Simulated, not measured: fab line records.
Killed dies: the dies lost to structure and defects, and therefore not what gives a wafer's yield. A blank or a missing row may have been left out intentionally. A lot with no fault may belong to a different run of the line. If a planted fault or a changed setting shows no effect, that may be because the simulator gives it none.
Matching of chambers -- flow nand_harc -- NHARC_P_CONTACT_CMP_24 on cmp-02 has 4 sister chambers
The step polishes, t overpolish 30 s, target thk 200 nm. 8 wafers are shown with their chamber, then 11 later ones without.

== WAFERS, EACH WITH ITS CHAMBER ==
wafer,chamber,motor_current_A (A),time_to_endpoint_s (s)
L079.1,1,12.1,43
L084.6,0,10.8,43
L087.4,1,12.0,40
L087.5,2,11.7,43
L091.1,2,11.1,42
L091.2,0,10.6,36
L091.6,3,13.8,37
L092.1,3,13.8,34

== WAFERS WITH NO CHAMBER GIVEN ==
wafer,motor_current_A (A),time_to_endpoint_s (s)
L092.4,10.9,35
L092.6,12.4,40
L093.1,12.2,38
L093.2,13.9,37
L093.6,12.6,40
L096.2,12.3,41
L096.3,13.7,36
L096.5,10.7,35
L097.3,13.2,40
L097.4,11.5,41
L097.6,10.3,39

== THE CHAMBER EACH PASSED THROUGH ==
wafer,from the rows above,in truth
L092.4,can't be placed: 0 or 2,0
L092.6,1,1
L093.1,1,1
L093.2,3,3
L093.6,1,1
L096.2,1,1
L096.3,3,3
L096.5,0,0
L097.3,3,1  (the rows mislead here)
L097.4,can't be placed: 2 or 1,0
L097.6,0,0
Correctly placed: 8 of 11. Can't be placed from these rows: 2 (the true chamber is among the candidates in 1). Number placed wrongly: 1.
How it was worked out, from the rows above alone: a wafer's distance from a chamber is the root of the sum, over the readings, of the square of ((its reading less the chamber's mean) divided by the reading's scatter). If the next closest chamber is less than 2 further off than the closest, the wafer can't be placed; otherwise it belongs to the closest. A chamber's mean is the mean of its shown wafers. How the scatter is found: for the shown wafers, subtract from each reading the mean of its chamber, square and add these, divide the total by (wafers less chambers), then take the root.
